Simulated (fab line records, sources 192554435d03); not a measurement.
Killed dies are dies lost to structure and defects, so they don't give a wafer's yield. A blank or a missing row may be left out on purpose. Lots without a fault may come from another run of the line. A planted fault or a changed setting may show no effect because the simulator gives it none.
Split-lot experiment | flow n5_finfet | 7 lots, 39 wafers read, on a route of 1938 steps

THE SPLIT
At N5_GATE_CUT_ETCH_58 (etches SiNx in CH3F/O2, target depth 17 nm, time 128.6 s), the setting time_s was moved away from the recipe's 128.6 s on 12 of the 39 wafers read, by -17.1% to +19.0%. The other wafers ran this setting at the recipe's value.

The reading is taken at the split's own step.

THE READING
SiNx_of_SDB_ALD_29.thk_nm (the simulator's own value, which no gauge read), in nm, at N5_GATE_CUT_ETCH_58 (etches SiNx in CH3F/O2, target depth 17 nm, time 128.6 s). The file gives no usual value for it. The 27 wafers here that ran the recipe average 24.5 nm, standard deviation 0.13 nm.

wafer  | tool, chamber at the split | time_s as run, s | against the recipe | SiNx_of_SDB_ALD_29.thk_nm, nm | against lot-mates on the recipe
L076.1 | rie_diel-03, 0             | 128.6            | recipe             | 24.6                          | -
L076.2 | rie_diel-03, 3             | 142.9            | +11.1%             | 24.4                          | -0.3
L076.3 | rie_diel-03, 2             | 128.6            | recipe             | 24.6                          | -
L076.4 | rie_diel-03, 1             | 128.6            | recipe             | 24.8                          | -
L076.5 | rie_diel-03, 0             | 142.9            | +11.1%             | 24.2                          | -0.5
L076.6 | rie_diel-03, 1             | 142.9            | +11.1%             | 24.4                          | -0.3
L078.1 | rie_diel-03, 0             | 128.6            | recipe             | 24.6                          | -
L078.2 | rie_diel-03, 2             | 128.6            | recipe             | 24.6                          | -
L078.3 | rie_diel-03, 1             | 128.6            | recipe             | 24.6                          | -
L078.4 | rie_diel-03, 3             | 128.6            | recipe             | 24.4                          | -
L078.5 | rie_diel-03, 0,1           | 128.6            | recipe             | 24.4                          | -
L078.6 | rie_diel-03, 0,1           | 128.6            | recipe             | 24.4                          | -
L079.3 | rie_diel-02, 1             | 128.6            | recipe             | 24.6                          | -
L079.4 | rie_diel-02, 0             | 128.6            | recipe             | 24.8                          | -
L079.5 | rie_diel-02, 0             | 128.6            | recipe             | 24.6                          | -
L082.1 | rie_diel-02, 3             | 138              | +7.3%              | 24.2                          | -0.3
L082.2 | rie_diel-02, 0             | 138              | +7.3%              | 24.2                          | -0.3
L082.3 | rie_diel-02, 1             | 128.6            | recipe             | 24.6                          | -
L082.4 | rie_diel-02, 2             | 128.6            | recipe             | 24.4                          | -
L082.5 | rie_diel-02, 0             | 138              | +7.3%              | 24.4                          | -0.1
L082.6 | rie_diel-02, 3             | 128.6            | recipe             | 24.4                          | -
L083.1 | rie_diel-02, 2             | 128.6            | recipe             | 24.4                          | -
L083.2 | rie_diel-02, 3             | 128.6            | recipe             | 24.4                          | -
L083.3 | rie_diel-02, 1             | 128.6            | recipe             | 24.4                          | -
L083.4 | rie_diel-02, 0             | 128.6            | recipe             | 24.6                          | -
L083.5 | rie_diel-02, 3             | 128.6            | recipe             | 24.6                          | -
L083.6 | rie_diel-02, 2             | 128.6            | recipe             | 24.2                          | -
L084.1 | rie_diel-02, 2             | 128.6            | recipe             | 24.6                          | -
L084.2 | rie_diel-02, 3             | 153              | +19.0%             | 23.8                          | -0.8
L084.3 | rie_diel-02, 1             | 153              | +19.0%             | 24                            | -0.6
L084.4 | rie_diel-02, 0             | 153              | +19.0%             | 24                            | -0.6
L084.5 | rie_diel-02, 1             | 128.6            | recipe             | 24.6                          | -
L084.6 | rie_diel-02, 0             | 128.6            | recipe             | 24.6                          | -
L090.1 | rie_diel-03, 0             | 128.6            | recipe             | 24.6                          | -
L090.2 | rie_diel-03, 3             | 128.6            | recipe             | 24.6                          | -
L090.3 | rie_diel-03, 1             | 106.6            | -17.1%             | 25                            | +0.4
L090.4 | rie_diel-03, 2             | 128.6            | recipe             | 24.6                          | -
L090.5 | rie_diel-03, 3             | 106.6            | -17.1%             | 25                            | +0.4
L090.6 | rie_diel-03, 0             | 106.6            | -17.1%             | 25                            | +0.4
Where a row lists several chambers, the file gives one row for several wafers and doesn't say which wafer went through which chamber.

THE FIT
A straight line over all 39 wafers: SiNx_of_SDB_ALD_29.thk_nm changes by -0.0285 nm for each +1% of time_s; r = -0.87; the points scatter about the line by 0.13 nm.
The same after taking each lot's own level away (the mean of its wafers on the recipe; 39 wafers): -0.0293 nm for each +1%; r = -0.92; scatter 0.1 nm.
On that fit, the largest move of time_s shifts the reading by 0.56 nm.
The lots' own levels span 24.43 to 24.67 nm, that is 1.8 times the standard deviation above.
So the lot-to-lot level changes the slope little: the two slopes agree.
Check: with one of the wafers moved furthest among these (+19.0%) left out of the fit, the line predicts -0.531 nm for it against its lot-mates. It came out at -0.8 nm against them.

OTHER SPLITS ON THESE WAFERS
These wafers also went through other splits before the reading. Each is held against what the fit with the lots' levels taken away leaves over:
other split on the same wafers       | wafers away from the commonest value | r with SiNx_of_SDB_ALD_29.thk_nm (lot level and that fit taken away)
N5_FIN_CUT_CUT_ETCH_26 time_s        | 15                                   | +0.17
N5_DUMMY_GATE_HM_DEP_06 target_thk_a | 24                                   | -0.21
N5_DUMMY_GATE_ETCH_32 time_s         | 15                                   | -0.06
N5_DUMMY_GATE_ETCH_42 bias_w         | 15                                   | +0.13

THE WHOLE CHAIN: every reading that the file lists as answering this split, in the file's order
step                | what it does                                             | reading                                                                    | change (the file's fit)                | r (the file's)
N5_GATE_CUT_ETCH_58 | etches SiNx in CH3F/O2, target depth 17 nm, time 128.6 s | etch.depth_nm (the simulator's own value, which no gauge read)             | +0.165 nm for each +1% of the setting  | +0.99
N5_GATE_CUT_ETCH_58 | etches SiNx in CH3F/O2, target depth 17 nm, time 128.6 s | SiNx_of_SDB_ALD_29.thk_nm (the simulator's own value, which no gauge read) | -0.0297 nm for each +1% of the setting | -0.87

THE FILE'S OWN FIT
SiNx_of_SDB_ALD_29.thk_nm changes by -0.0297 nm for each +1% of time_s, r = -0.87.
